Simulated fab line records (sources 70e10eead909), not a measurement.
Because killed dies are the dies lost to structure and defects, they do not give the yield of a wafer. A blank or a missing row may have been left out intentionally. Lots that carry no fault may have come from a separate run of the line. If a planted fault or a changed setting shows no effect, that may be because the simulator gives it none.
The tool behind it: which one? / flow nand_harc / 6 lots, 18 wafers sampled, at 3 steps of a route of 1302

== WHAT THE GAUGES SHOWED, per wafer ==
NHARC_END_SORT_01.
lot=L123; measured=day 25 09:38; on=prober-02; sort_bin_2_pct (%)=1.8 1.8 3.0
lot=L133; measured=day 29 00:52; on=prober-02; sort_bin_2_pct (%)=1.5 3.4 1.6
lot=L137; measured=day 31 08:24; on=prober-02; sort_bin_2_pct (%)=3.8 3.5 3.5

== WHICH TOOL RAN EACH LOT (tool, then ch and the chambers of the sampled wafers, then the start) ==
lot=L123; NHARC_P_M0_SOFTBAKE_04=litho_track-04 ch 0, day 6 16:00; NHARC_P_M0_ETCH_15=rie_diel-01 ch 0,1,3, day 25 09:38 or earlier
lot=L129; NHARC_P_M0_SOFTBAKE_04=litho_track-01 ch 0, day 9 15:00; NHARC_P_M0_ETCH_15=rie_diel-04 ch 0,1,2, no start
lot=L133; NHARC_P_M0_SOFTBAKE_04=litho_track-06 ch 0, day 10 21:00; NHARC_P_M0_ETCH_15=rie_diel-04 ch 0,1, day 29 00:52 or earlier
lot=L137; NHARC_P_M0_SOFTBAKE_04=litho_track-04 ch 0, day 12 16:00; NHARC_P_M0_ETCH_15=rie_diel-01 ch 0,1, day 31 08:24 or earlier
lot=L140; NHARC_P_M0_SOFTBAKE_04=litho_track-06 ch 0, day 13 18:00; NHARC_P_M0_ETCH_15=rie_diel-04 ch 0,2, no start
lot=L143; NHARC_P_M0_SOFTBAKE_04=litho_track-06 ch 0, day 15 02:00; NHARC_P_M0_ETCH_15=rie_diel-04 ch 1,2, no start
- NHARC_P_M0_SOFTBAKE_04: time 55 s.
- NHARC_P_M0_ETCH_15: etches the open film in C4F8/Ar, target depth 150 nm, overetch 15 nm, time 82.5 s.

== THE ANSWER, worked out from the rows above alone ==
Rule: what is usual is taken from the lots themselves. The widest of any qualifying gaps counts: lots, ordered by their means at a reading, are off when they make up no more than a third of the lots, leave a main group of 4 or more, and stand apart from it by 3 or more times the standard deviation of that group's means. Not used: any main group whose means are identical at the precision the tables above print for the reading. Also off: a lot with no number at a reading for which 4 or more lots have one. Any other lot the step has rows for is counted as sound.
Across all readings shown, no lot is off: no conclusion can be drawn from this.

== WHAT WAS PUT IN BY THE SIMULATOR ==
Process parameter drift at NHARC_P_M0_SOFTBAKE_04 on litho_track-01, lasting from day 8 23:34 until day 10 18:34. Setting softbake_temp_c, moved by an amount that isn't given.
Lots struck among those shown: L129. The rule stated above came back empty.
